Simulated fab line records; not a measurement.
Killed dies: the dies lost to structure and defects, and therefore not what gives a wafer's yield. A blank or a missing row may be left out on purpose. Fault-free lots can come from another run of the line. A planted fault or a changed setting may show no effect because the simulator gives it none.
Chamber matching + flow nandHarc + NHARC_P_BONDPAD_DEP_00 on pecvd-01 has 3 sister chambers
The step deposits SiCN, target thk 250 nm. 14 wafers are shown with their chamber, then 7 later ones without.

== WAFERS, EACH WITH ITS CHAMBER ==
| wafer  | chamber | heaterPowerW (W) | showerheadVppV (V) |
|--------|---------|------------------|--------------------|
| L962.2 | 1       | 623              | 1314               |
| L962.4 | 0       | 424              | 1346               |
| L962.6 | 0       | 427              | 1330               |
| L963.1 | 2       | 511              | 1315               |
| L963.4 | 2       | 532              | 1307               |
| L963.6 | 1       | 597              | 1326               |
| L965.2 | 1       | 719              | 1308               |
| L965.4 | 0       | 481              | 1352               |
| L965.6 | 0       | 383              | 1355               |
| L966.2 | 0       | 461              | 1336               |
| L966.5 | 1       | 708              | 1318               |
| L966.6 | 0       | 463              | 1351               |
| L977.2 | 2       | 601              | 1294               |
| L977.3 | 2       | 600              | 1309               |

SIGNATURES, as means of the wafers listed above
| reading        | chamber 0 | chamber 1 | chamber 2 | scatter within a chamber |
|----------------|-----------|-----------|-----------|--------------------------|
| heaterPowerW   | 439.83    | 661.75    | 561.00    | 46.6                     |
| showerheadVppV | 1345.00   | 1316.50   | 1306.25   | 9.03                     |
Rule: a wafer lies at a distance from a chamber equal to the root of the sum of squares, over the readings, of (its reading less the chamber's mean, divided by the reading's scatter). The wafer belongs to the nearest chamber; if the next one is less than 2 further off, it can't be placed. The scatter: take each reading less its chamber's mean, square it, sum over the shown wafers, divide by the number of wafers less the number of chambers, and take the root.

== WAFERS WHOSE CHAMBER IS MISSING ==
| wafer  | heaterPowerW (W) | showerheadVppV (V) |
|--------|------------------|--------------------|
| L977.4 | 382              | 1316               |
| L979.2 | 567              | 1290               |
| L979.3 | 482              | 1348               |
| L979.6 | 497              | 1347               |
| L982.1 | 617              | 1284               |
| L982.3 | 433              | 1330               |
| L982.6 | 699              | 1287               |

== WHICH CHAMBER EACH ONE RAN IN ==
| wafer  | from the rows above     | in truth |
|--------|-------------------------|----------|
| L977.4 | can't be placed: 0 or 2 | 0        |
| L979.2 | can't be placed: 2 or 1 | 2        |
| L979.3 | 0                       | 0        |
| L979.6 | 0                       | 0        |
| L982.1 | can't be placed: 2 or 1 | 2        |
| L982.3 | 0                       | 0        |
| L982.6 | can't be placed: 1 or 2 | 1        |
3 of 7 placed correctly. These rows do not allow placing 4 (true chamber among the candidates in 4). Number placed wrongly: 0.
